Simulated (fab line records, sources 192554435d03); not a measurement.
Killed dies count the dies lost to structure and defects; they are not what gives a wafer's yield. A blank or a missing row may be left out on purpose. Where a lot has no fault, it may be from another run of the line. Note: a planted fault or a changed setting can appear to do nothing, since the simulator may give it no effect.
Which tool did it? -- flow n5 finfet -- Sampling: 9 lots, 27 wafers, 5 of 1938 route steps

== WHAT THE GAUGES SHOWED, per wafer ==
N5_BEOL_M0_RS_MEAS_126: a four-point-probe measurement. Usual: for M0_RS the level is 0.536 ohm/sq and the standard deviation is 0.018.
lot,measured,on,M0_RS (ohm/sq),flag
L535,day 7 01:50,film metro-01,0.548 0.559 0.526,
L539,day 7 19:03,film metro-02,0.532 0.510 0.526,
L540,day 7 22:11,film metro-02,0.583 0.559 0.525,
L543,day 8 17:02,film metro-02,0.519 0.528 0.519,
L547,day 9 18:55,film metro-02,0.564 0.526 0.539,
L550,day 10 10:53,film metro-01,0.557 0.573 0.518,
L551,day 10 17:25,film metro-01,0.522 0.523 0.521,
L553,day 11 07:23,film metro-01,0.564 0.526 0.536,
L555,day 11 19:47,film metro-02,0.543 0.531 0.550,

N5_BEOL_M4_RC_MEAS_101. Usual: DIBL_N 36.0 mV/V, standard deviation 1.7; DIBL_P 36.2 mV/V, standard deviation 1.9; IOFF_N 0.154 nA/um, standard deviation 0.028; IOFF_P 0.21 nA/um, standard deviation 0.036; ION_N 675 uA/um, standard deviation 11; ION_P 463 uA/um, standard deviation 8.3; SS_N 71.4 mV/dec, standard deviation 0.63; SS_P 73.2 mV/dec, standard deviation 0.55; VT_N 250.2 mV, standard deviation 3; VT_P -251 mV, standard deviation 3.7.
lot,measured,on,DIBL_N (mV/V),DIBL_P (mV/V),IOFF_N (nA/um),IOFF_P (nA/um),ION_N (uA/um),ION_P (uA/um),SS_N (mV/dec),SS_P (mV/dec),VT_N (mV),VT_P (mV),flag
L535,day 11 04:26,prober-02,32.7 35.9 36.7,32.2 34.8 36.0,0.103 0.140 0.152,0.16 0.19 0.20,668 672 678,463 457 458,70.7 70.7 70.6,72.2 73.0 73.6,255.7 251.5 250.0,-256 -255 -251,
L539,day 12 05:21,prober-01,36.9 35.5 36.7,37.4 35.5 36.4,0.154 0.126 0.142,0.20 0.18 0.18,673 660 670,455 455 455,71.7 72.1 71.4,73.4 72.6 73.1,252.1 252.8 250.3,-252 -252 -254,
L540,day 12 12:19,prober-01,32.5 35.8 33.1,32.9 37.7 34.8,0.102 0.158 0.113,0.15 0.21 0.17,657 673 662,452 465 463,70.8 71.1 70.6,71.7 73.0 72.3,255.7 249.3 252.1,-254 -248 -254,
L543,day 13 09:31,prober-01,38.1 36.0 37.3,39.2 36.2 37.9,0.194 0.148 0.170,0.22 0.17 0.20,699 669 677,468 449 454,71.7 71.4 71.6,73.8 73.2 73.6,248.7 251.7 249.3,-251 -256 -255,
L547,day 13 22:02,prober-02,35.8 36.9 35.5,34.7 37.0 34.6,0.133 0.160 0.142,0.21 0.25 0.22,668 669 665,463 465 466,70.8 71.2 70.7,73.0 73.9 72.5,252.7 245.8 247.8,-247 -246 -248,
L550,day 15 03:25,prober-02,37.2 39.3 36.8,37.0 38.5 36.7,0.177 0.221 0.175,0.23 0.26 0.24,681 682 687,468 466 474,71.8 72.9 70.9,73.7 73.6 74.0,250.5 246.6 247.1,-249 -246 -248,
L551,day 15 04:00,prober-01,35.2 33.8 36.6,32.4 32.5 35.7,0.128 0.107 0.150,0.17 0.17 0.22,662 669 673,459 462 466,70.8 70.2 71.1,72.1 72.8 72.9,256.1 258.0 251.3,-253 -255 -248,
L553,day 15 06:41,prober-02,37.4 37.1 34.3,39.0 37.7 34.6,0.203 0.182 0.134,0.29 0.27 0.21,690 676 668,476 471 466,71.6 71.2 70.7,74.1 73.0 72.8,243.0 246.8 252.2,-243 -244 -243,
L555,day 15 11:02,prober-02,36.1 35.9 37.9,36.9 34.8 39.6,0.145 0.148 0.192,0.21 0.19 0.25,660 662 697,455 456 471,71.4 71.4 72.3,73.0 72.7 73.9,253.2 252.0 247.7,-253 -252 -249,

== EACH LOT AND THE TOOL THAT RAN IT (in order: tool; ch and the chambers of the sampled wafers; start) ==
lot,N5_BEOL_M0_ANNEAL_119,N5_BEOL_M1_DESCUM_16,N5_BEOL_M1_ETCH_64
L535,"rtp anneal-01 ch 0, day 7 01:05","rie diel-02 ch 2,3, day 7 02:38","rie diel-02 ch 2,3, day 7 02:43"
L539,"rtp anneal-02 ch 0, day 7 18:11","rie diel-06 ch 1,3, day 7 19:55","rie diel-06 ch 1,3, day 7 20:00"
L540,"rtp anneal-02 ch 0, day 7 21:20","rie diel-04 ch 0,2,3, day 7 23:05","rie diel-04 ch 0,2,3, day 7 23:10"
L543,"rtp anneal-01 ch 0, day 8 16:11","rie diel-04 ch 2,3, day 9 07:49","rie diel-04 ch 2,3, day 9 07:53"
L547,"rtp anneal-01 ch 0, day 9 18:06","rie diel-04 ch 0,2,3, day 9 21:43","rie diel-04 ch 0,2,3, day 9 21:47"
L550,"rtp anneal-02 ch 0, day 10 08:35","rie diel-04 ch 0,1,3, day 10 13:44","rie diel-04 ch 0,1,3, day 10 13:49"
L551,"rtp anneal-01 ch 0, day 10 16:36","rie diel-06 ch 0,2,3, day 10 19:59","rie diel-06 ch 0,2,3, day 10 20:04"
L553,"rtp anneal-02 ch 0, day 11 06:34","rie diel-06 ch 0,1,3, day 11 09:51","rie diel-06 ch 0,1,3, day 11 09:56"
L555,"rtp anneal-02 ch 0, day 11 18:55","rie diel-06 ch 0,3, day 11 22:14","rie diel-06 ch 0,3, day 11 22:19"
- N5_BEOL_M0_ANNEAL_119: time 90 s.
- N5_BEOL_M1_DESCUM_16: chemistry O2, time 7 s.
- N5_BEOL_M1_ETCH_64: etches SOC in N2/H2, target depth 75 nm, overetch 15 nm, time 112.5 s.

== AS READ BY THE TOOLS THEMSELVES (means over the sampled wafers that have a number; for cases with no such wafer, the mark the record gives instead) ==
N5_BEOL_M0_ANNEAL_119. Usual: wafer_temp_C_max reads 226.04 (standard deviation 0.28).
lot,tool,wafer_temp_C_max,flag
L535,rtp anneal-01,226.23,
L539,rtp anneal-02,225.98,
L540,rtp anneal-02,225.69,
L543,rtp anneal-01,226.21,
L547,rtp anneal-01,226.13,
L550,rtp anneal-02,226.21,
L551,rtp anneal-01,226.48,
L553,rtp anneal-02,225.63,
L555,rtp anneal-02,225.94,

N5_BEOL_M1_DESCUM_16. Usual: drypump motor current A 5.5 A, standard deviation 0.36; oes product au 0.75 a.u., standard deviation 0.075; rf vpp V 242.6 V, standard deviation 1.4; showerhead plenum p Torr 2.06 Torr, standard deviation 0.066; throttle valve pct 20.47 %, standard deviation 0.24.
lot,tool,drypump motor current A (A),oes product au (a.u.),rf vpp V (V),showerhead plenum p Torr (Torr),throttle valve pct (%),flag
L535,rie diel-02,5.6,0.72,242.9,2.07,20.56,
L539,rie diel-06,5.4,0.73,240.8,2.01,20.73,
L540,rie diel-04,5.6,0.80,244.0,2.11,20.47,
L543,rie diel-04,5.5,0.70,243.4,2.10,20.60,
L547,rie diel-04,5.6,0.77,242.6,2.11,20.50,
L550,rie diel-04,5.9,0.75,242.5,2.03,20.50,
L551,rie diel-06,5.2,0.76,241.8,2.08,20.59,
L553,rie diel-06,5.3,0.77,241.6,2.02,20.53,
L555,rie diel-06,5.2,0.76,242.0,2.03,20.74,

N5_BEOL_M1_ETCH_64. Usual: bias w 150.0 W, standard deviation 0.47; drypump motor current A 5.5 A, standard deviation 0.36; oes product au 0.59 a.u., standard deviation 0.055; rf vpp V 522.7 V, standard deviation 2.3; showerhead plenum p Torr 2.50 Torr, standard deviation 0.082; throttle valve pct 17.86 %, standard deviation 0.23.
lot,tool,bias w (W),drypump motor current A (A),oes product au (a.u.),rf vpp V (V),showerhead plenum p Torr (Torr),throttle valve pct (%),flag
L535,rie diel-02,150.2,5.6,0.57,523.1,2.51,17.99,
L539,rie diel-06,149.8,5.5,0.58,520.4,2.42,17.94,
L540,rie diel-04,150.0,5.6,0.63,524.2,2.56,17.88,
L543,rie diel-04,150.5,5.5,0.55,523.8,2.56,18.07,
L547,rie diel-04,154.9,5.6,0.61,535.1,2.56,17.91,OFF
L550,rie diel-04,155.2,5.9,0.60,533.9,2.47,17.93,OFF
L551,rie diel-06,149.8,5.2,0.60,523.0,2.52,17.89,
L553,rie diel-06,150.2,5.4,0.61,520.8,2.44,17.78,
L555,rie diel-06,150.1,5.2,0.61,521.8,2.44,17.95,

== THE ANSWER, worked out from the rows above alone ==
Rule: a lot counts as off when the mean over its wafers that have a number is more than 3 standard deviations away from the usual mean. A lot without any number at a reading at which 4 lots or more have one is off too. Any other lot the step has rows for is counted as sound. The gauges are gone through in route order, then the tools' own readings, and for those a lot's mean is taken as printed above. At the first step where some lot is off, the reading lying furthest off is the one used; lots without a number count as furthest.
Off, at N5_BEOL_M1_ETCH_64 on bias w: L547, L550.
If a tool, at that step or one of the process steps before it, ran each lot that is off and ran no sound lot following the first of them, it fits. One fits: N5_BEOL_M1_DESCUM_16 and N5_BEOL_M1_ETCH_64 on rie diel-04. At N5_BEOL_M1_DESCUM_16 its last sound lot is L543 (day 9 07:49), its first lot that is off L547 (day 9 21:43): a fault that began between those two fits.

== WHAT THE SIMULATOR PUT IN ==
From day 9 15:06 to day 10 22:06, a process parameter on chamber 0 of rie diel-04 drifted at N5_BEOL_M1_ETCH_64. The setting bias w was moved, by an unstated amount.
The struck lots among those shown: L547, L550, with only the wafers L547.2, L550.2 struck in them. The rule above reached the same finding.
